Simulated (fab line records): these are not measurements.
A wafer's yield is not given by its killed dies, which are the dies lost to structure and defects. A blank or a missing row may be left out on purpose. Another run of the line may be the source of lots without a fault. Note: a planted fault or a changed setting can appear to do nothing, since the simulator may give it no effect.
Chamber matching | flow n5 finfet | uv cure-03 running N5_BEOL_M8_CURE_74: 3 sister chambers
The step cures SiCOH lowk, time 240 s. 3 wafers are shown with their chamber, then 12 later ones without.

EACH WAFER AND ITS CHAMBER
wafer  | chamber | wafer_temp_C_max
L081.6 | 0       | 387.6
L088.5 | 1       | 387.8
L087.6 | 2       | 386.4

WAFERS MISSING THEIR CHAMBER
wafer  | wafer_temp_C_max
L089.4 | 386.9
L089.5 | 386.9
L089.6 | 387.4
L091.3 | 387.4
L091.5 | 386.7
L091.6 | 386.4
L092.2 | 386.5
L092.3 | 386.6
L092.6 | 386.8
L097.2 | 386.8
L097.3 | 387.1
L097.5 | 387.7

WHICH CHAMBER EACH WENT THROUGH
wafer  | from the rows above          | in truth
L089.4 | can't be placed: 2 or 0 or 1 | 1
L089.5 | can't be placed: 2 or 0 or 1 | 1
L089.6 | can't be placed: 0 or 1      | 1
L091.3 | can't be placed: 0 or 1      | 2
L091.5 | can't be placed: 2 or 0      | 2
L091.6 | 2                            | 2
L092.2 | 2                            | 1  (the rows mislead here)
L092.3 | 2                            | 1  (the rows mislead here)
L092.6 | can't be placed: 2 or 0 or 1 | 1
L097.2 | can't be placed: 2 or 0 or 1 | 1
L097.3 | can't be placed: 0 or 1 or 2 | 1
L097.5 | can't be placed: 0 or 1      | 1
1 of 12 placed correctly. Not placeable from these rows: 9 (in 8, the candidates include the true chamber). Number placed wrongly: 2.
How it was worked out, from the rows above alone: a wafer's distance from a chamber is the root of the sum, over the readings, of the square of ((its reading less the chamber's mean) divided by the reading's scatter). If the next closest chamber is less than 2 further off than the closest, the wafer can't be placed; otherwise it belongs to the closest. Each chamber's mean is taken over the wafers shown for it. The scatter (one wafer shown for each chamber): square how far every hidden wafer sits from the nearest shown wafer, average those squares and take the square root.
